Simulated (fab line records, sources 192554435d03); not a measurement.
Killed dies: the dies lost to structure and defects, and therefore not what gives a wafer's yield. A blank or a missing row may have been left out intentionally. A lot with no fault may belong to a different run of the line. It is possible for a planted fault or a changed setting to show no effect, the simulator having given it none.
fab line records | flow n5_finfet
record lots=12 | wafers=34 | last_day=18
route steps=1938 shown BEOL_M5@1178 BEOL_M6@1194 PASSIVATION@1936
lots that met no fault: from a run of the same line without faults
start_h: start of the lot's first displayed wafer, in hours after the record's first day | wait_h: how many hours have passed since the lot's step before this one | " the same as in the row above | L1.1+2: a single row standing in for several wafers | - no value present, or no start provided | * or withheld: withheld | < > ~ a bound
route shown NAME@n: NAME is a module with steps in the file, n the number in the route of the first one | usual: mean and standard deviation over wafers with no fault | same: alike in all rows | chamber/n: place in a boat | sites: per-site readings | _std_site: how widely they spread, as a standard deviation | _edge_site: outer sites' mean less inner sites' | radius_mm: how far each site lies from the wafer's centre | mask NAME#n: copy n | behind: the tool/chamber that last shaped the wafer | hold: the reason the lot was held/the length of the hold in hours/how it ended | device: names the non-switching transistor (n, p or np) | end of line: tests run on the same wafers once the route is complete | a step with no rows: only its recipe | killed: dies lost to structure and defects at the first sort, not the wafer's yield | map: per-die view of a wafer (x killed, . not killed, _ where there is no die)
set.NAME: the run value of the setting; set.NAME@STEP: its run value at that earlier step | model.NAME: the simulator's own value behind a step, which no gauge read
route steps across a sampled set of lots; one table per step, one row per wafer
services: when a tool's chamber went out of use (start_h, in hours from the record's first day, below 0 if earlier), for how many hours, and the reason
## steps
# step N5_BEOL_M5_ANNEAL_82
# recipe temp_c=400 | time_s=1800 | ambient=vacuum
# usual heater_power_w=822/89
lot.wafer | tool           | chamber | start_h | wait_h | heater_power_w
L270.1    | pvd_sputter-01 | -       | 180.04  | 0.0    | 795
L270.4    | "              | -       | "       | "      | 840
L270.5    | "              | -       | "       | "      | 868
L271.1    | pvd_sputter-01 | -       | 185.25  | 0.0    | 781
L271.2    | "              | -       | "       | "      | 995
L271.4    | "              | -       | "       | "      | 857
L274.2    | pvd_sputter-02 | -       | 203.96  | 0.0    | 743
L274.4    | "              | -       | "       | "      | 776
L274.5    | "              | -       | "       | "      | 784
L278.2    | pvd_sputter-03 | -       | 233.71  | 0.0    | 689
L278.5    | "              | -       | "       | "      | 676
L280.1    | pvd_sputter-02 | -       | 238.62  | 0.0    | 923
L280.5    | "              | -       | "       | "      | 769
L282.1    | pvd_sputter-01 | -       | 238.86  | 0.0    | 864
L282.3    | "              | -       | "       | "      | 804
L282.5    | "              | -       | "       | "      | 899
L284.1    | pvd_sputter-02 | -       | 268.96  | 0.0    | 735
L284.2    | "              | -       | "       | "      | 938
L284.5    | "              | -       | "       | "      | 716
L285.3    | pvd_sputter-03 | -       | 273.24  | 0.0    | 681
L285.5    | "              | -       | "       | "      | 843
L285.6    | "              | -       | "       | "      | 874
L288.1    | pvd_sputter-03 | -       | 290.17  | 0.0    | 853
L288.3    | "              | -       | "       | "      | 892
L288.6    | "              | -       | "       | "      | 679
L289.2    | pvd_sputter-02 | -       | 303.68  | 0.0    | 792
L289.3    | "              | -       | "       | "      | 721
L289.5    | "              | -       | "       | "      | 782
L292.1    | pvd_sputter-02 | -       | 312.37  | 0.0    | 925
L292.2    | "              | -       | "       | "      | 788
L292.3    | "              | -       | "       | "      | 739
L291.3    | pvd_sputter-01 | -       | 320.48  | 0.0    | 790
L291.4    | "              | -       | "       | "      | 872
L291.5    | "              | -       | "       | "      | 848
# step N5_BEOL_M5_ECD_50
# recipe material=Cu | target_thk_a=3000
lot.wafer  | tool      | chamber | start_h | wait_h
L270.1+4+5 | ecd_cu-01 | 1,1,0   | 183.34  | 0.1
L271.1+2+4 | ecd_cu-02 | 0,1,0   | 188.56  | 0.1
L274.2+4+5 | ecd_cu-01 | 1,1,0   | 207.25  | 0.1
L278.2+5   | ecd_cu-01 | 1,0     | 237.01  | 0.1
L280.1+5   | ecd_cu-01 | 1,0     | 241.91  | 0.1
L282.1+3+5 | ecd_cu-02 | 0       | 242.15  | 0.1
L284.1+2+5 | ecd_cu-02 | 0,1,1   | 272.26  | 0.1
L285.3+5+6 | ecd_cu-02 | 0,1,0   | 276.55  | 0.1
L288.1+3+6 | ecd_cu-02 | 1,0,0   | 293.47  | 0.1
L289.2+3+5 | ecd_cu-02 | 0,1,1   | 307.00  | 0.1
L292.1+2+3 | ecd_cu-02 | 1,0,1   | 315.67  | 0.1
L291.3+4+5 | ecd_cu-02 | 1,0,0   | 329.51  | 0.1
# step N5_BEOL_M5_ANNEAL_51
# recipe temp_c=225 | time_s=90 | ambient=N2
# usual wafer_temp_C_max=226.1/0.38
lot.wafer | tool          | chamber | start_h | wait_h | wafer_temp_C_max
L270.1    | rtp_anneal-02 | 0       | 183.90  | 0.5    | 225.9
L270.4    | "             | 0       | "       | "      | 226.2
L270.5    | "             | 0       | "       | "      | 226.0
L271.1    | rtp_anneal-01 | 0       | 188.65  | 0.1    | 226.4
L271.2    | "             | 0       | "       | "      | 226.6
L271.4    | "             | 0       | "       | "      | 226.7
L274.2    | rtp_anneal-01 | 0       | 207.38  | 0.1    | 226.0
L274.4    | "             | 0       | "       | "      | 226.5
L274.5    | "             | 0       | "       | "      | 226.6
L278.2    | rtp_anneal-01 | 0       | 237.25  | 0.2    | 226.3
L278.5    | "             | 0       | "       | "      | 226.3
L280.1    | rtp_anneal-01 | 0       | 242.00  | 0.1    | 225.8
L280.5    | "             | 0       | "       | "      | 226.4
L282.1    | rtp_anneal-02 | 0       | 242.24  | 0.1    | 225.5
L282.3    | "             | 0       | "       | "      | 225.5
L282.5    | "             | 0       | "       | "      | 225.5
L284.1    | rtp_anneal-02 | 0       | 272.47  | 0.2    | 225.8
L284.2    | "             | 0       | "       | "      | 226.0
L284.5    | "             | 0       | "       | "      | 225.6
L285.3    | rtp_anneal-02 | 0       | 276.71  | 0.1    | 226.0
L285.5    | "             | 0       | "       | "      | 225.6
L285.6    | "             | 0       | "       | "      | 225.9
L288.1    | rtp_anneal-01 | 0       | 293.55  | 0.1    | 226.6
L288.3    | "             | 0       | "       | "      | 226.1
L288.6    | "             | 0       | "       | "      | 226.0
L289.2    | rtp_anneal-01 | 0       | 307.53  | 0.5    | 226.5
L289.3    | "             | 0       | "       | "      | 226.5
L289.5    | "             | 0       | "       | "      | 226.5
L292.1    | rtp_anneal-01 | 0       | 315.75  | 0.1    | 226.4
L292.2    | "             | 0       | "       | "      | 226.2
L292.3    | "             | 0       | "       | "      | 226.5
L291.3    | rtp_anneal-02 | 0       | 329.73  | 0.2    | 225.6
L291.4    | "             | 0       | "       | "      | 225.9
L291.5    | "             | 0       | "       | "      | 225.9
# step N5_BEOL_M5_CMP_52
# recipe stop_on=SiCOH_lowk | t_overpolish_s=6.9 | down_force_psi=1 | platen_rpm=50 | clearing_platen_down_force_psi=1.5 | clearing_platen_rpm=50 | post_cmp_clean=cu_alkaline | target_thk_nm=62 | clearing_platen_pad_velocity_m_s=0.99484 | pad_velocity_m_s=0.99484
# usual clearing_platen_down_force_psi=1.500/0.003 | motor_current_A=6.1/0.64 | time_to_endpoint_s=61.7/2.8
lot.wafer | tool   | chamber | start_h | wait_h | clearing_platen_down_force_psi | motor_current_A | time_to_endpoint_s
L270.4    | cmp-03 | 0       | 184.23  | 0.2    | 1.498                          | 5.7             | 65.0
L270.1    | "      | 2       | "       | "      | 1.498                          | 6.4             | 60.7
L270.5    | "      | 3       | "       | "      | 1.501                          | 6.9             | 63.0
L271.1    | cmp-02 | 0       | 188.99  | 0.3    | 1.501                          | 5.9             | 66.7
L271.2    | "      | 1       | "       | "      | 1.498                          | 7.7             | 62.5
L271.4    | "      | 2       | "       | "      | 1.504                          | 5.5             | 60.8
L274.4    | cmp-03 | 2       | 207.65  | 0.1    | 1.503                          | 6.4             | 57.8
L274.2    | "      | 1       | "       | "      | 1.502                          | 5.0             | 59.7
L274.5    | "      | 3       | "       | "      | 1.497                          | 6.4             | 62.3
L278.2    | cmp-04 | 0       | 237.51  | 0.2    | 1.502                          | 5.8             | 61.4
L278.5    | "      | 0       | "       | "      | 1.503                          | 5.9             | 43.4
L280.1    | cmp-04 | 3       | 242.33  | 0.3    | 1.500                          | 6.0             | 42.7
L280.5    | "      | 2       | "       | "      | 1.501                          | 6.1             | 42.2
L282.3    | cmp-02 | 1       | 242.73  | 0.3    | 1.497                          | 7.5             | 57.0
L282.1    | "      | 2       | "       | "      | 1.499                          | 5.4             | 56.3
L282.5    | "      | 2       | "       | "      | 1.500                          | 5.6             | 59.6
L284.1    | cmp-02 | 1       | 272.76  | 0.3    | 1.502                          | 7.0             | 62.7
L284.2    | "      | 2       | "       | "      | 1.494                          | 5.6             | 62.2
L284.5    | "      | 2       | "       | "      | 1.500                          | 5.7             | 61.2
L285.3    | cmp-04 | 3       | 276.92  | 0.2    | 1.502                          | 6.6             | 63.5
L285.5    | "      | 3       | "       | "      | 1.496                          | 6.5             | 63.2
L285.6    | "      | 0       | "       | "      | 1.499                          | 6.3             | 61.0
L288.3    | cmp-04 | 1       | 293.85  | 0.2    | 1.498                          | 6.1             | 63.2
L288.1    | "      | 3       | "       | "      | 1.499                          | 6.2             | 63.2
L288.6    | "      | 1       | "       | "      | 1.501                          | 6.0             | 63.7
L289.2    | cmp-02 | 0       | 307.85  | 0.3    | 1.498                          | 6.0             | 61.3
L289.3    | "      | 1       | "       | "      | 1.505                          | 7.1             | 56.4
L289.5    | "      | 3       | "       | "      | 1.500                          | 5.2             | 59.7
L292.2    | cmp-02 | 0       | 316.09  | 0.2    | 1.502                          | 5.9             | 60.0
L292.3    | "      | 1       | "       | "      | 1.501                          | 7.4             | 59.9
L292.1    | "      | 2       | "       | "      | 1.500                          | 5.6             | 56.3
L291.3    | cmp-02 | 0       | 329.95  | 0.2    | 1.502                          | 5.8             | 59.2
L291.4    | "      | 3       | "       | "      | 1.502                          | 5.5             | 58.4
L291.5    | "      | 1       | "       | "      | 1.500                          | 7.1             | 57.6
# step N5_BEOL_M6_ILD_DEP_00
# recipe material=SiCOH_lowk | target_thk_a=1797.5 | temp_c=300 | precursor=DEMS/porogen | pressure_torr=5 | rf_w=500 | time_s=33.4
# usual chamber_pressure_Torr=4.999/0.011 | heater_power_w=334/45 | showerhead_plenum_p_Torr=5.740/0.018 | throttle_valve_pct=14.0/0.5
lot.wafer | tool     | chamber | start_h | wait_h | chamber_pressure_Torr | heater_power_w | showerhead_plenum_p_Torr | throttle_valve_pct
L270.1    | pecvd-04 | 2       | 184.81  | 0.0    | 5.008                 | 371            | 5.741                    | 12.8
L270.4    | "        | 1       | "       | "      | 5.007                 | 297            | 5.723                    | 14.4
L270.5    | "        | 2       | "       | "      | 4.993                 | 371            | 5.757                    | 13.2
L271.1    | pecvd-04 | 0       | 189.58  | 0.0    | 5.010                 | 377            | 5.734                    | 14.3
L271.2    | "        | 2       | "       | "      | 5.004                 | 347            | 5.746                    | 13.2
L271.4    | "        | 1       | "       | "      | 5.011                 | 271            | 5.706                    | 14.4
L274.2    | pecvd-04 | 0       | 208.27  | 0.0    | 5.001                 | 400            | 5.751                    | 14.3
L274.4    | "        | 1       | "       | "      | 5.007                 | 279            | 5.725                    | 14.2
L274.5    | "        | 0       | "       | "      | 5.010                 | 411            | 5.750                    | 14.3
L278.2    | pecvd-03 | 2       | 238.12  | 0.0    | 5.001                 | 317            | 5.707                    | 13.7
L278.5    | "        | 2       | "       | "      | 4.989                 | 332            | 5.708                    | 13.6
L280.1    | pecvd-04 | 1       | 242.91  | 0.0    | 4.982                 | 304            | 5.715                    | 14.4
L280.5    | "        | 0       | "       | "      | 4.995                 | 372            | 5.741                    | 14.4
L282.1    | pecvd-04 | 1       | 243.34  | 0.0    | 4.993                 | 249            | 5.724                    | 14.3
L282.3    | "        | 0       | "       | "      | 4.971                 | 420            | 5.758                    | 14.5
L282.5    | "        | 1       | "       | "      | 4.989                 | 268            | 5.714                    | 14.4
L284.1    | pecvd-04 | 1       | 273.69  | 0.0    | 4.977                 | 247            | 5.729                    | 14.3
L284.2    | "        | 0       | "       | "      | 4.992                 | 330            | 5.749                    | 14.3
L284.5    | "        | 1       | "       | "      | 4.986                 | 252            | 5.712                    | 14.4
L285.3    | pecvd-04 | 1       | 277.55  | 0.1    | 4.988                 | 252            | 5.739                    | 14.6
L285.5    | "        | 0       | "       | "      | 4.986                 | 404            | 5.737                    | 14.5
L285.6    | "        | 1       | "       | "      | 4.995                 | 256            | 5.714                    | 14.1
L288.1    | pecvd-03 | 0       | 294.47  | 0.0    | 4.999                 | 392            | 5.732                    | 14.1
L288.3    | "        | 1       | "       | "      | 5.008                 | 320            | 5.776                    | 13.8
L288.6    | "        | 0       | "       | "      | 5.010                 | 389            | 5.748                    | 14.1
L289.2    | pecvd-02 | 0       | 308.40  | 0.0    | 4.999                 | 359            | 5.744                    | 14.2
L289.3    | "        | 2       | "       | "      | 4.992                 | 325            | 5.750                    | 13.2
L289.5    | "        | 2       | "       | "      | 4.980                 | 321            | 5.757                    | 13.2
L292.1    | pecvd-02 | 2       | 316.70  | 0.0    | 5.005                 | 320            | 5.734                    | 13.4
L292.2    | "        | 1       | "       | "      | 5.006                 | 223            | 5.735                    | 13.4
L292.3    | "        | 0       | "       | "      | 4.993                 | 367            | 5.748                    | 14.1
L291.3    | pecvd-04 | 1       | 330.59  | 0.0    | 5.005                 | 307            | 5.734                    | 14.3
L291.4    | "        | 0       | "       | "      | 5.005                 | 410            | 5.741                    | 14.5
L291.5    | "        | 2       | "       | "      | 5.004                 | 364            | 5.772                    | 13.1
# step N5_PASSIVATION_PROBE_49
# usual defect_limited_yield=91.1/1.3 | killed_at_M0_to_M3=34/10 | killed_at_M4_up=14/5.7 | killed_at_contacts=12/5.9 | killed_at_front_end=41/12 | killed_at_other=4/3.1 | killed_dies=105/15 | killed_open=69/11 | killed_short=35/7.8 | sort_bin_5_function=5.3/0.81 | sort_bin_6_memory=3.3/0.75 | sort_bin_8_speed=0.00/0.007 | sort_n_pass=1075/15 | sort_yield_pct=91.1/1.3
# same gross_dies=1180 | killed_at_back_side=0 | sort_bin_4_leakage[%]=0
lot.wafer | tool      | chamber | start_h | wait_h | defect_limited_yield[%] | killed_at_M0_to_M3 | killed_at_M4_up | killed_at_contacts | killed_at_front_end | killed_at_other | killed_dies | killed_open | killed_short | sort_bin_5_function[%] | sort_bin_6_memory[%] | sort_bin_8_speed[%] | sort_n_pass | sort_yield_pct[%]
L278.2    | prober-01 | -       | 324.55  | 0.1    | 92.1                    | 20                 | 20              | 13                 | 37                  | 3               | 93          | 75          | 17           | 4.0                    | 3.7                  | 0                   | 1087        | 92.1
L278.5    | prober-01 | -       | 324.70  | 0.2    | 91.4                    | 39                 | 10              | 8                  | 39                  | 5               | 101         | 65          | 30           | 5.4                    | 2.9                  | 0                   | 1079        | 91.4
# killed by level:class
L278.2 STI_FIN_REVEAL:geometric_particle:open=14 MOL_CONTACT_COAG:geometric_particle:open=11 BEOL_M4:geometric_particle:open=9 BEOL_M3:geometric_particle:open=8 FIN_SAQP:geometric_particle:open=6 BEOL_M0_SAQP:geometric_particle:open=4 DUMMY_GATE:geometric_particle:open=3 ILD0:geometric_particle:open=3
L278.5 BEOL_M0_SAQP:geometric_particle:short=10 BEOL_M0_SAQP:geometric_particle:open=9 BEOL_M2:geometric_particle:open=8 MOL_CONTACT_COAG:geometric_particle:open=7 DUMMY_GATE:geometric_particle:open=7 FIN_SAQP:geometric_particle:open=6 STI_FIN_REVEAL:geometric_particle:open=6 BEOL_M1:geometric_particle:short=4
## services
tool           | chamber | start_h | hours | kind
ecd_cu-02      | -       | 181.93  | 0.6   | repair
ecd_cu-01      | -       | 183.87  | 5.6   | repair
pecvd-02       | -       | 201.61  | 23.4  | repair
cmp-02         | -       | 201.67  | 0.3   | repair
ecd_cu-02      | -       | 209.80  | 3.8   | repair
cmp-03         | -       | 211.96  | 4.0   | pm
pecvd-04       | 1       | 220.00  | 2.1   | scheduled_down
pvd_sputter-02 | -       | 222.72  | 1.7   | repair
cmp-04         | -       | 225.68  | 4.9   | pm
ecd_cu-01      | -       | 238.54  | 2.6   | repair
cmp-03         | -       | 239.57  | 5.5   | pm
pecvd-04       | 2       | 241.44  | 2.1   | scheduled_down
cmp-02         | -       | 248.33  | 0.2   | repair
cmp-03         | -       | 250.58  | 1.7   | repair
pecvd-03       | -       | 255.30  | 4.5   | repair
pecvd-02       | -       | 256.26  | 0.7   | repair
cmp-04         | -       | 259.95  | 2.7   | repair
cmp-04         | -       | 269.19  | 4.0   | pm
ecd_cu-01      | -       | 283.32  | 1.8   | repair
rtp_anneal-01  | -       | 295.09  | 4.3   | pm
cmp-04         | -       | 295.33  | 1.3   | repair
ecd_cu-02      | -       | 296.65  | 2.2   | repair
cmp-04         | -       | 302.97  | 0.5   | repair
cmp-03         | -       | 306.34  | 17.7  | pm
## key
first_sign step=N5_BEOL_M5_CMP_52 | reading=time_to_endpoint_s | direction=down | sigmas=6.8 | usual=* | struck=*
effect none on later readings
met_at N5_BEOL_M5_ECD_50
struck_lots L278,L280
struck_wafers L278.5,L280.1,L280.5
not_acting_at N5_BEOL_M5_ANNEAL_82,N5_BEOL_M5_ANNEAL_51,N5_BEOL_M6_ILD_DEP_00
onset_between 207.25 237.01
fault kind=process_parameter_drift | tool=ecd_cu-01 | chamber=- | onset_h=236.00 | steps=N5_BEOL_M5_ECD_50 | channel=target_thk_a | offset=* | shape=step | end_h=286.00 | scope=struck_wafers_only | acts_in=* | stated=*
